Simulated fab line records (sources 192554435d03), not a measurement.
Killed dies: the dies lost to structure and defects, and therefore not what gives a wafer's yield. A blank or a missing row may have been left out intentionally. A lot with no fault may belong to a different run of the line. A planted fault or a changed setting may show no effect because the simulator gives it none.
fab line records -- flow n5-finfet -- part 2 of 2: steps 24 to 32 of 32
[record] lots = 5, wafers = 15, last-day = 15
route steps=1938 shown BEOL_M13@1708 BEOL_M14@1716
lots that met no fault: from a run of the same line without faults
start-h: hours from the record's first day to the start of the lot's first wafer shown -- wait-h: how many hours have passed since the lot's step before this one -- " identical to the entry in the row above -- L1.1+2: a row that stands for several wafers -- - no value, or no start given -- * or withheld: withheld -- < > ~ a bound
route shown NAME@n: names a module that has steps shown in the file, with the first one's number in the route -- usual: mean/standard deviation of fault-free wafers -- same: alike in all rows -- chamber/n: place in a boat -- sites: readings site by site -- _std_site: their standard deviation -- _edge_site: mean of outer sites minus mean of inner sites -- radius-mm: how far each site lies from the wafer's centre -- mask NAME#n: copy n -- behind: the last tool/chamber to shape the wafer -- hold: what put the lot on hold/how long, in hours/how the hold closed -- device: the transistor (n, p or np) that didn't switch -- end of line: the route-end tests of the same wafers -- where a step has no rows: the recipe by itself -- killed: the dies lost at the first sort to structure and to defects; this is not the yield of the wafer -- map: the dies of a wafer, with x for killed, . for not killed, _ for no die there
set.NAME: the setting that was run; set.NAME@STEP: the one run at that earlier step -- model.NAME: the simulator's own value behind a step, which no gauge read
a table for each step, a row for each wafer; lots at some steps of the route
services: from which hour (start-h, from the record's first day; less than 0 if before it) a tool's chamber was out of use, for how many hours, and why
[[steps]]
[step N5_BEOL_M14_VIA_ETCH_16]
[recipe] chemistry = C4F8/O2/Ar, target = SiO2, he-inner-torr = 15, he-outer-torr = 30, target-depth-a = 12313, time-s = withheld, ion-energy-ev = 800, pressure-mtorr = 20, source-w = 1905, bias-w = 2040, Ar_flow_sccm = 400, C4F8_flow_sccm = 16, O2_flow_sccm = 12, ends = cleared
[usual] drypump-motor-current-A = 5.6/0.38, oes-product-au = 0.71/0.081, rf-vpp-V = 2232/48, showerhead-plenum-p-Torr = 3.44/0.11, throttle-valve-pct = 30.8/0.31
lot.wafer,tool,chamber,start-h,wait-h,drypump-motor-current-A,oes-product-au,rf-vpp-V,showerhead-plenum-p-Torr,throttle-valve-pct
L076.1,rie-diel-05,0,261.66,0.0,5.4,0.66,2256,3.52,31.3
L076.3,rie-diel-05,2,261.66,0.0,5.2,0.62,2295,3.52,31.2
L076.4,rie-diel-05,3,261.66,0.0,6.5,0.85,2279,3.68,31.0
L075.1,rie-diel-01,0,264.19,0.0,5.9,0.78,2187,3.37,30.9
L075.2,rie-diel-01,1,264.19,0.0,5.8,0.61,2244,3.39,30.4
L075.4,rie-diel-01,2,264.19,0.0,5.7,0.82,2189,3.35,30.9
L083.1,rie-diel-03,0,306.06,0.0,5.9,0.64,2254,3.54,30.7
L083.2,rie-diel-03,2,306.06,0.0,5.0,0.63,2217,3.40,30.7
L083.6,rie-diel-03,1,306.06,0.0,5.7,0.71,2252,3.44,30.6
L085.3,rie-diel-03,1,316.48,0.0,5.7,0.71,2253,3.43,30.6
L085.4,rie-diel-03,2,316.48,0.0,5.0,0.64,2219,3.40,30.7
L085.5,rie-diel-03,3,316.48,0.0,5.7,0.69,2149,3.27,30.3
L092.1,rie-diel-05,2,345.15,0.1,5.2,0.84,2296,3.51,31.2
L092.5,rie-diel-05,2,345.15,0.1,5.2,0.84,2294,3.51,31.1
L092.6,rie-diel-05,0,345.15,0.1,5.4,0.64,2254,3.50,31.3
[step N5_BEOL_M14_STRIP_63]
[recipe] chemistry = O2, power-w = 600, temp-c = 60, pressure-mtorr = 30, rf-frequency-hz = 6e+07, bias-power-w = 0, overash-fraction = 0.3, o2-flow-sccm = 225
[usual] drypump-motor-current-A = 5.6/0.38, oes-product-au = 0.79/0.088, rf-vpp-V = 3.7/0.9, showerhead-plenum-p-Torr = 2.10/0.07, throttle-valve-pct = 16.64/0.22
lot.wafer,tool,chamber,start-h,wait-h,drypump-motor-current-A,oes-product-au,rf-hours-counter-h,rf-vpp-V,showerhead-plenum-p-Torr,throttle-valve-pct
L076.1,rie-diel-05,0,-,-,5.4,0.74,215,5.7,2.15,16.95
L076.3,rie-diel-05,2,-,-,5.2,0.69,242,3.1,2.15,17.02
L076.4,rie-diel-05,3,-,-,6.5,0.95,18,4.0,2.25,16.49
L075.1,rie-diel-01,0,-,-,5.9,0.86,43,5.8,2.05,16.57
L075.2,rie-diel-01,1,-,-,5.8,0.68,233,3.7,2.07,16.47
L075.4,rie-diel-01,2,-,-,5.7,0.92,18,3.7,2.06,16.73
L083.1,rie-diel-03,0,-,-,5.9,0.71,225,4.3,2.16,16.63
L083.2,rie-diel-03,2,-,-,5.0,0.71,225,3.3,2.09,16.71
L083.6,rie-diel-03,1,-,-,5.7,0.80,-,3.6,2.10,16.54
L085.3,rie-diel-03,1,-,-,5.7,0.79,111,4.8,2.10,16.53
L085.4,rie-diel-03,2,-,-,5.0,0.71,228,4.5,2.09,16.75
L085.5,rie-diel-03,3,-,-,5.6,0.75,-,5.2,1.98,16.25
L092.1,rie-diel-05,2,-,-,5.2,0.92,17,3.0,2.14,16.69
L092.5,rie-diel-05,2,-,-,5.2,0.92,-,2.9,2.14,16.68
L092.6,rie-diel-05,0,-,-,5.4,0.71,-,4.3,2.14,17.11
[step N5_BEOL_M14_STRIP_64]
[recipe] chemistry = O2, power-w = 600, temp-c = 60, pressure-mtorr = 30, rf-frequency-hz = 6e+07, bias-power-w = 0, overash-fraction = 0.3, o2-flow-sccm = 225
[usual] drypump-motor-current-A = 5.6/0.38, oes-product-au = 0.79/0.088, rf-vpp-V = 3.6/0.51, showerhead-plenum-p-Torr = 2.10/0.07, throttle-valve-pct = 16.64/0.22
lot.wafer,tool,chamber,start-h,wait-h,drypump-motor-current-A,oes-product-au,rf-hours-counter-h,rf-vpp-V,showerhead-plenum-p-Torr,throttle-valve-pct
L076.1,rie-diel-05,0,-,-,5.4,0.72,215,3.9,2.15,17.02
L076.3,rie-diel-05,2,-,-,5.3,0.69,242,3.1,2.15,17.05
L076.4,rie-diel-05,3,-,-,6.5,0.94,18,3.9,2.25,16.50
L075.1,rie-diel-01,0,-,-,5.9,0.86,43,3.3,2.05,16.58
L075.2,rie-diel-01,1,-,-,5.8,0.68,233,3.5,2.07,16.50
L075.4,rie-diel-01,2,-,-,5.7,0.90,18,3.9,2.05,16.72
L083.1,rie-diel-03,0,-,-,5.9,0.71,225,3.9,2.16,16.62
L083.2,rie-diel-03,2,-,-,5.0,0.71,225,3.7,2.09,16.70
L083.6,rie-diel-03,1,-,-,5.6,0.78,-,3.2,2.10,16.51
L085.3,rie-diel-03,1,-,-,5.7,0.79,111,3.3,2.10,16.51
L085.4,rie-diel-03,2,-,-,5.0,0.72,228,4.0,2.09,16.73
L085.5,rie-diel-03,3,-,-,5.7,0.76,-,3.2,1.98,16.26
L092.1,rie-diel-05,2,-,-,5.2,0.93,17,3.9,2.14,16.70
L092.5,rie-diel-05,2,-,-,5.2,0.93,-,3.8,2.14,16.69
L092.6,rie-diel-05,0,-,-,5.4,0.70,-,4.0,2.14,17.07
[step N5_BEOL_M14_STRIP_71]
[recipe] chemistry = post-etch-residue-remover, time-s = 60, temp-c = 25, remover-ph = withheld, remover-water-wt-pct = withheld, remover-fluoride-wt-pct = withheld
lot.wafer,tool,chamber,start-h,wait-h
L076.1+3+4,wet-bench-05,"2,6,1",261.95,-
L075.1+2+4,wet-bench-05,"0,4,3",264.48,-
L083.1+2+6,wet-bench-01,"7,0,2",306.35,-
L085.3+4+5,wet-bench-01,"4,5,7",316.77,-
L092.1+5+6,wet-bench-05,"2,3,7",345.62,-
[step N5_BEOL_M14_SRD_72]
[recipe] time-s = 30, temp-c = 23, rinse-liquid = diw, dry = n2-spin, spin-rpm = 1500, dry-time-s = 30
lot.wafer,tool,chamber,start-h,wait-h
L076.1+3+4,wet-bench-05,"2,6,1",261.97,0.0
L075.1+2+4,wet-bench-05,"0,4,3",264.50,0.0
L083.1+2+6,wet-bench-01,"7,0,2",306.36,0.0
L085.3+4+5,wet-bench-01,"4,5,7",316.79,0.0
L092.1+5+6,wet-bench-05,"2,3,7",345.64,0.0
[step N5_BEOL_M14_CD_MEAS_17]
[recipe] target-cd-nm = 250, polarity = opening
[usual] cd-nm = 251.0/2
lot.wafer,tool,chamber,start-h,wait-h,cd-nm
L076.1,cd-sem-01,-,262.01,0.0,251.7
L076.3,cd-sem-01,-,262.01,0.0,252.1
L076.4,cd-sem-01,-,262.01,0.0,250.2
L075.1,cd-sem-01,-,264.54,0.0,253.7
L075.2,cd-sem-01,-,264.54,0.0,248.9
L075.4,cd-sem-01,-,264.54,0.0,248.4
L083.1,cd-sem-01,-,306.40,0.0,250.7
L083.2,cd-sem-01,-,306.40,0.0,251.6
L083.6,cd-sem-01,-,306.40,0.0,251.1
L085.3,cd-sem-02,-,316.84,0.0,251.6
L085.4,cd-sem-02,-,316.84,0.0,249.2
L085.5,cd-sem-02,-,316.84,0.0,253.8
L092.1,cd-sem-01,-,345.68,0.0,250.0
L092.5,cd-sem-01,-,345.68,0.0,251.2
L092.6,cd-sem-01,-,345.68,0.0,248.2
[step N5_BEOL_M14_COAT_65]
[recipe] resist = SOC, temp-c = 250, time-s = 60, spin-rpm = 1500, resist-thk-nm = 450
[usual] chill-plate-temp-C = 22.97/0.1
lot.wafer,tool,chamber,start-h,wait-h,chill-plate-temp-C
L076.1,litho-track-04,0,262.04,0.0,22.78
L076.3,litho-track-04,0,262.04,0.0,23.04
L076.4,litho-track-04,0,262.04,0.0,23.00
L075.1,litho-track-01,0,264.58,0.0,23.18
L075.2,litho-track-01,0,264.58,0.0,22.92
L075.4,litho-track-01,0,264.58,0.0,23.08
L083.1,litho-track-01,0,306.44,0.0,22.83
L083.2,litho-track-01,0,306.44,0.0,22.86
L083.6,litho-track-01,0,306.44,0.0,22.86
L085.3,litho-track-02,0,316.87,0.0,23.01
L085.4,litho-track-02,0,316.87,0.0,23.03
L085.5,litho-track-02,0,316.87,0.0,23.02
L092.1,litho-track-04,0,345.71,0.0,23.11
L092.5,litho-track-04,0,345.71,0.0,22.91
L092.6,litho-track-04,0,345.71,0.0,23.06
[step N5_BEOL_M14_COAT_66]
[recipe] resist = SiARC, temp-c = 220, time-s = 60, spin-rpm = 1500, resist-thk-nm = 110
[usual] chill-plate-temp-C = 23.01/0.1
lot.wafer,tool,chamber,start-h,wait-h,chill-plate-temp-C
L076.1,litho-track-04,0,-,-,22.92
L076.3,litho-track-04,0,-,-,23.09
L076.4,litho-track-04,0,-,-,22.83
L075.1,litho-track-01,0,-,-,23.01
L075.2,litho-track-01,0,-,-,23.02
L075.4,litho-track-01,0,-,-,22.97
L083.1,litho-track-01,0,-,-,23.03
L083.2,litho-track-01,0,-,-,23.15
L083.6,litho-track-01,0,-,-,23.08
L085.3,litho-track-02,0,-,-,23.14
L085.4,litho-track-02,0,-,-,23.26
L085.5,litho-track-02,0,-,-,23.18
L092.1,litho-track-04,0,-,-,23.05
L092.5,litho-track-04,0,-,-,22.84
L092.6,litho-track-04,0,-,-,22.91
[step N5_BEOL_M14_COAT_22]
[recipe] spin-rpm = 2888, resist-thk-nm = 300
[usual] chill-plate-temp-C = 23.00/0.099
lot.wafer,tool,chamber,start-h,wait-h,chill-plate-temp-C
L076.1,litho-track-04,0,-,-,23.05
L076.3,litho-track-04,0,-,-,22.98
L076.4,litho-track-04,0,-,-,23.05
L075.1,litho-track-01,0,-,-,22.95
L075.2,litho-track-01,0,-,-,22.91
L075.4,litho-track-01,0,-,-,22.94
L083.1,litho-track-01,0,-,-,22.95
L083.2,litho-track-01,0,-,-,23.03
L083.6,litho-track-01,0,-,-,23.14
L085.3,litho-track-02,0,-,-,23.00
L085.4,litho-track-02,0,-,-,22.96
L085.5,litho-track-02,0,-,-,22.85
L092.1,litho-track-04,0,-,-,23.13
L092.5,litho-track-04,0,-,-,23.12
L092.6,litho-track-04,0,-,-,22.97
[[services]]
tool,chamber,start-h,hours,kind
cmp-03,-,241.71,8.8,pm
rie-diel-01,0,243.88,4.7,repair
krf-scanner-02,-,245.94,0.8,pm
cmp-01,-,248.49,9.0,repair
rie-diel-01,-,251.62,1.0,repair
rtp-anneal-02,-,255.69,0.6,pm
cmp-01,-,262.95,3.7,repair
cmp-03,-,276.12,4.4,repair
krf-scanner-02,-,280.22,5.8,repair
rtp-anneal-01,-,281.29,5.8,pm
cmp-01,-,281.95,4.0,pm
cmp-02,-,294.69,4.3,pm
rie-diel-03,-,296.94,2.7,repair
rie-diel-03,-,300.72,0.3,repair
pecvd-02,0,303.55,6.0,repair
cmp-02,-,304.26,4.0,pm
pecvd-04,-,305.06,0.7,repair
pecvd-02,-,308.59,2.8,pm
rie-diel-01,1,309.69,18.4,repair
pecvd-04,1,311.86,2.0,repair
wet-bench-01,-,322.77,2.0,repair
rie-diel-05,1,326.19,19.6,repair
wet-bench-01,-,332.62,4.4,pm
cmp-01,-,341.57,5.2,pm
